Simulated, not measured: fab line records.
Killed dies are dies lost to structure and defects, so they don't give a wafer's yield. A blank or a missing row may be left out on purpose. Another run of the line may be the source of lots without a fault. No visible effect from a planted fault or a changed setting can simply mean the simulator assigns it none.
The tool behind it: which one? | flow nand harc | 13 lots with 39 wafers sampled at 5 steps, on a route of 1159 steps

WHAT THE GAUGES SHOWED, per wafer
NHARC_P_GATE_CD_MEAS_59 targets a cd of 720 nm.
lot  | measured     | on        | cd nm (nm)
L575 | day 5 15:33  | cd sem-01 | 723.4 721.6 722.5
L576 | day 5 15:53  | cd sem-01 | 720.1 719.6 720.2
L578 | day 6 04:41  | cd sem-02 | 716.3 718.6 714.7
L580 | day 6 12:20  | cd sem-03 | 721.5 724.8 719.6
L582 | day 7 03:22  | cd sem-02 | 721.0 720.9 719.1
L583 | day 7 09:01  | cd sem-01 | 719.3 720.1 719.9
L584 | day 7 12:11  | cd sem-01 | 718.1 718.0 718.3
L589 | day 8 10:23  | cd sem-02 | 719.9 717.0 719.0
L588 | day 8 12:03  | cd sem-02 | 721.3 721.8 717.6
L593 | day 10 02:27 | cd sem-02 | 717.7 717.4 722.0
L596 | day 10 15:39 | cd sem-02 | 718.9 717.9 715.6
L597 | day 10 15:50 | cd sem-02 | 716.5 718.4 720.0
L598 | day 10 22:34 | cd sem-03 | 723.6 721.4 719.4

NHARC_END_SORT_01.
lot  | measured     | on        | killed at array | killed at other | killed at periphery | killed dies | killed open | killed short
L589 | day 23 07:53 | prober-02 | 42 42 41        | 0 0 0           | 3 3 2               | 45 45 43    | 2 2 3       | 3 3 2
L588 | day 22 02:39 | prober-01 | 31 16 31        | 0 1 1           | 11 4 7              | 42 21 39    | 5 4 3       | 3 1 4

EACH LOT AND THE TOOL THAT RAN IT (in order: tool; ch and the chambers of the sampled wafers; start)
lot  | NHARC_P_CONTACT_PVD_32       | NHARC_P_M0_ETCH_15                            | NHARC_P_M0_STRIP_18
L575 | pvd sputter-03, day 6 01:10  | rie diel-04 ch 0,2, day 6 10:28 or earlier    | rie diel-06 ch 1,2, day 6 10:28
L576 | pvd sputter-01, day 6 00:34  | rie diel-06 ch 2,3, day 6 08:26 or earlier    | rie diel-07 ch 0,2, day 6 08:26
L578 | pvd sputter-01, day 6 13:05  | rie diel-07 ch 0,2,3, day 6 21:50 or earlier  | rie diel-04 ch 0,1,3, day 6 21:50
L580 | pvd sputter-03, day 6 20:32  | rie diel-04 ch 0,3, day 7 01:38 or earlier    | rie diel-07 ch 0,1, day 7 01:38
L582 | pvd sputter-03, day 7 11:49  | rie diel-07 ch 0,1,3, day 7 15:29 or earlier  | rie diel-06 ch 2,3, day 7 15:29
L583 | pvd sputter-02, day 7 17:34  | rie diel-04 ch 1,3, day 8 02:28 or earlier    | rie diel-07 ch 2,3, day 8 02:28
L584 | pvd sputter-03, day 7 21:04  | rie diel-06 ch 0,3, day 8 05:36 or earlier    | rie diel-04 ch 0,2, day 8 05:36
L589 | pvd sputter-01, day 8 18:59  | rie diel-06 ch 0,3, day 8 21:42 or earlier    | rie diel-04 ch 2,3, day 8 21:42
L588 | pvd sputter-01, day 8 20:18  | rie diel-07 ch 0,2,3, day 9 03:05 or earlier  | rie diel-06 ch 0,1,2, day 9 03:05
L593 | pvd sputter-03, day 10 11:13 | rie diel-04 ch 0,2, day 10 18:56 or earlier   | rie diel-06 ch 0,2,3, day 10 18:56
L596 | pvd sputter-01, day 11 00:29 | rie diel-07 ch 1,2,3, day 11 03:36 or earlier | rie diel-04 ch 0,1, day 11 03:36
L597 | pvd sputter-03, day 11 00:17 | rie diel-07 ch 1,2,3, day 11 03:09 or earlier | rie diel-07 ch 2,3, day 11 03:09
L598 | pvd sputter-02, day 11 07:08 | rie diel-07 ch 0,1,3, day 11 11:23 or earlier | rie diel-07 ch 0,1,3, day 11 11:23
- NHARC_P_CONTACT_PVD_32: deposits Ti, target thk 5 nm, time 17.7 s.
- NHARC_P_M0_ETCH_15: etches the open film in C4F8/Ar, target depth 150 nm, overetch 15 nm, time 82.5 s.
- NHARC_P_M0_STRIP_18: strips in N2/H2.

AS READ BY THE TOOLS THEMSELVES (means over the sampled wafers that have a number; for cases with no such wafer, the mark the record gives instead)
NHARC_P_CONTACT_PVD_32.
lot  | tool           | cathode dc power W (W) | throttle valve pct (%)
L575 | pvd sputter-03 | 4999.7                 | 30.4
L576 | pvd sputter-01 | 4999.5                 | 31.9
L578 | pvd sputter-01 | 5000.0                 | 31.3
L580 | pvd sputter-03 | 4998.7                 | 29.7
L582 | pvd sputter-03 | 4998.8                 | 29.8
L583 | pvd sputter-02 | 5000.1                 | 28.8
L584 | pvd sputter-03 | 5000.9                 | 29.9
L589 | pvd sputter-01 | 4999.4                 | 31.0
L588 | pvd sputter-01 | 4999.8                 | 30.4
L593 | pvd sputter-03 | 5595.3                 | 29.9
L596 | pvd sputter-01 | 4999.3                 | 30.8
L597 | pvd sputter-03 | 5594.3                 | 29.9
L598 | pvd sputter-02 | 4999.7                 | 29.4

NHARC_P_M0_ETCH_15.
lot  | tool        | oes product au (a.u.) | rf vpp V (V)
L575 | rie diel-04 | 0.967                 | 442
L576 | rie diel-06 | 0.985                 | 443
L578 | rie diel-07 | 0.972                 | 437
L580 | rie diel-04 | 0.917                 | 442
L582 | rie diel-07 | 0.910                 | 441
L583 | rie diel-04 | 0.937                 | 440
L584 | rie diel-06 | 0.939                 | 441
L589 | rie diel-06 | 0.975                 | 440
L588 | rie diel-07 | 0.914                 | 437
L593 | rie diel-04 | 0.929                 | 441
L596 | rie diel-07 | 0.955                 | 439
L597 | rie diel-07 | 0.968                 | 440
L598 | rie diel-07 | 0.977                 | 440

NHARC_P_M0_STRIP_18.
lot  | tool        | drypump motor current A (A) | n2 flow sccm (sccm) | oes product au (a.u.) | rf vpp V (V) | showerhead plenum p Torr (Torr) | throttle valve pct (%)
L575 | rie diel-06 | 5.68                        | 149.6               | 1.010                 | 91.0         | 2.12                            | 14.169
L576 | rie diel-07 | 5.66                        | 149.8               | 1.004                 | 90.1         | 1.91                            | 14.167
L578 | rie diel-04 | 5.81                        | 150.3               | 0.987                 | 91.1         | 2.07                            | 14.174
L580 | rie diel-07 | 5.25                        | 149.9               | 0.995                 | 91.0         | 2.11                            | 14.170
L582 | rie diel-06 | 5.70                        | 149.9               | 1.023                 | 90.2         | 2.07                            | 14.177
L583 | rie diel-07 | 5.57                        | 149.8               | 0.996                 | 89.7         | 1.92                            | 14.182
L584 | rie diel-04 | 5.94                        | 149.7               | 0.994                 | 90.9         | 2.03                            | 14.177
L589 | rie diel-04 | 6.02                        | 149.8               | 0.997                 | 90.4         | 2.02                            | 14.165
L588 | rie diel-06 | 5.89                        | 150.2               | 0.996                 | 91.0         | 2.11                            | 14.170
L593 | rie diel-06 | 5.81                        | 149.6               | 1.010                 | 91.0         | 2.12                            | 14.176
L596 | rie diel-04 | 5.73                        | 149.9               | 0.989                 | 90.7         | 2.02                            | 14.175
L597 | rie diel-07 | 5.62                        | 150.1               | 0.997                 | 90.1         | 1.92                            | 14.173
L598 | rie diel-07 | 5.43                        | 149.7               | 1.005                 | 90.1         | 2.02                            | 14.172

THE ANSWER, worked out from the rows above alone
Rule: usual is defined by the lots themselves. Put in order of their means at a reading, lots are off if they are a third of the lots or fewer, leave a main group of 4 or more, and stand apart from it by a gap of 3 or more times the standard deviation of the main group's means; of several such gaps the widest counts. If all means in a main group match to the digits the tables above print for the reading, that group is not used. Also off: a lot with no number at a reading for which 4 or more lots have one. All remaining lots with rows at the step are treated as sound. After the gauges, taken in route order, come the tools' own readings; for these a lot's mean is taken, as printed above. The first step at which some lot is off is used, and at that step the reading that is off furthest; a lot without a number counts as furthest.
Off, at NHARC_P_CONTACT_PVD_32 on cathode dc power W: L593, L597. Mean 4999.6 W and standard deviation 0.58 in the main group.
If a tool, at that step or one of the process steps before it, ran each lot that is off and ran no sound lot following the first of them, it fits. One fits: pvd sputter-03 at NHARC_P_CONTACT_PVD_32. A fault onset in the window from L584 (day 7 21:04, its last sound lot) to L593 (day 10 11:13, its first lot off) fits.
The tool's own readings at NHARC_P_CONTACT_PVD_32 bear it out: on the lots that are off they differ by more than 5 times the standard deviation of the sound lots' means. cathode dc power W reads 5594.8 W there against 4999.6 W on the sound lots.

WHAT HAD BEEN PUT IN BY THE SIMULATOR
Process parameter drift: pvd sputter-03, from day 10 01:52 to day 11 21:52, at NHARC_P_CONTACT_PVD_32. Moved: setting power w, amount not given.
Struck lots among those shown: L593, L597. The rule given above showed the same thing.
